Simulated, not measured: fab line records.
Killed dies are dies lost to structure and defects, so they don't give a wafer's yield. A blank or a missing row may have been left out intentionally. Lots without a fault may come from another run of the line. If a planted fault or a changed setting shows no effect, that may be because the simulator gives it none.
A lot that was struck, set against a sound lot | flow n5Finfet | 19 out of 1938 route steps
Sound: these wafers, L842.1, L842.3, L842.4. Wafers struck: L858.2, L858.3, L858.5. At the end, the cause is stated.
Order at every step that has rows: each side's tool, ch and its chambers, its first start. Under that, the readings that differ: sound wafers | struck wafers | difference of the means | sigmas: that difference in standard deviations of wafers without a fault.
alike: same words and numbers on both sides, and readings whose means sit less than 2 such deviations apart. not compared: any withheld reading, any reading some wafer has no value for, any bound like >300 that may hide the same value, and any number with overlapping values for which the record gives no deviation.
Wherever a step has rows on one side only, a row that says differs or no value, or a row with sigmas, the two part there. Non-overlapping numbers with no deviation appear without sigmas and do not part them. Lack of a reading on every wafer of one side parts them only where that side has two or more wafers.

N5_PASSIVATION_PECVD_00: deposits SiO2 from SiH4/N2O, target thk 200 nm, time 11.2 s.
  sound on pecvd-01 ch 0,2, day 11 04:50; struck on pecvd-01 ch 1,2, day 15 02:23
  alike: heaterPowerOuterW, heaterPowerW, showerheadPlenumPTorr, throttleValvePct
N5_MIM_BOT_DEGAS_01: time 60 s.
  struck on pvdSputter-01, day 15 02:59; sound on pvdSputter-03, day 11 05:26
  alike: heaterPowerW
N5_MIM_BOT_SPUTTER_00: material TiN, target thk 35 nm, time 89.7 s.
  struck on pvdSputter-01, day 15 03:01; sound on pvdSputter-03, day 11 05:29
  alike: throttleValvePct
then, 1 step without rows for these wafers: N5_MIM_TOP_ALD_00 (deposits Al2O3, purge time 3 s, co reactant pulse time 3 s).
N5_MIM_TOP_ALD_01: deposits HfO2, target thk 5.6 nm, pulse time 1 s, purge time 3 s.
  sound on aldHk-01 ch 0,1,2; struck on aldHk-03 ch 0,2
  alike: precursorPulseHeightRel
then, 2 steps without rows for these wafers: N5_MIM_TOP_ALD_02 (deposits Al2O3, purge time 3 s, co reactant pulse time 3 s); N5_MIM_TOP_DEGAS_04 (time 60 s).
N5_MIM_TOP_SPUTTER_03: material TiN, target thk 35 nm, time 89.7 s.
  struck on pvdSputter-02, day 15 04:46; sound on pvdSputter-02, day 11 06:10
  alike: throttleValvePct
then, 4 steps without rows for these wafers: N5_MIM_TOP_LITHO_HMDS_01 (time 60 s); N5_MIM_TOP_LITHO_COAT_02; N5_MIM_TOP_LITHO_EBR_04; N5_MIM_TOP_LITHO_SOFTBAKE_03 (time 90 s).
N5_MIM_TOP_LITHO_EXPOSE_05: exposes mask MIM TOP, target cd 2000 nm.
  sound on krfScanner-01 ch 0, day 11 06:23; struck on krfScanner-02 ch 0, day 15 04:59
reading                             | sound       | struck      | difference | sigmas
model.MIM_TOP_LITHO.overlayXNm (nm) | 0.4 0.4 0.4 | 629 629 629 | +629       | 
  alike: mask
then, 3 steps without rows for these wafers: N5_MIM_TOP_LITHO_PEB_06; N5_MIM_TOP_LITHO_DEVELOP_07 (develop time 60 s); N5_MIM_TOP_LITHO_HARDBAKE_09 (time 120 s).
N5_MIM_TOP_LITHO_CD_MEAS_08 targets a cd of 2000 nm.
  sound on cdSem-03 ch 0, day 11 06:34; struck on cdSem-03 ch 0, day 15 05:10
  alike: cdNm
N5_MIM_TOP_LITHO_OVL_MEAS_11:
  sound on overlay-02 ch 0, day 11 06:35; struck on overlay-01 ch 0, day 15 05:11
reading          | sound  | struck      | difference | sigmas
MIM_TOP_OVL (nm) | -3 2 7 | 639 639 639 | +637       | +99 or more
N5_MIM_TOP_LITHO_INSPECT_12: inspects for defects (macro).
  struck on defectInspect-02, day 15 05:13; sound on defectInspect-02, day 11 06:37
  alike: rawDefectCount

WHERE THEY PART
Within this record, at N5_MIM_TOP_LITHO_OVL_MEAS_11 only. Later steps at which nothing parts them and some readings are alike: N5_MIM_TOP_LITHO_INSPECT_12.

WHY: the cause the simulator had injected
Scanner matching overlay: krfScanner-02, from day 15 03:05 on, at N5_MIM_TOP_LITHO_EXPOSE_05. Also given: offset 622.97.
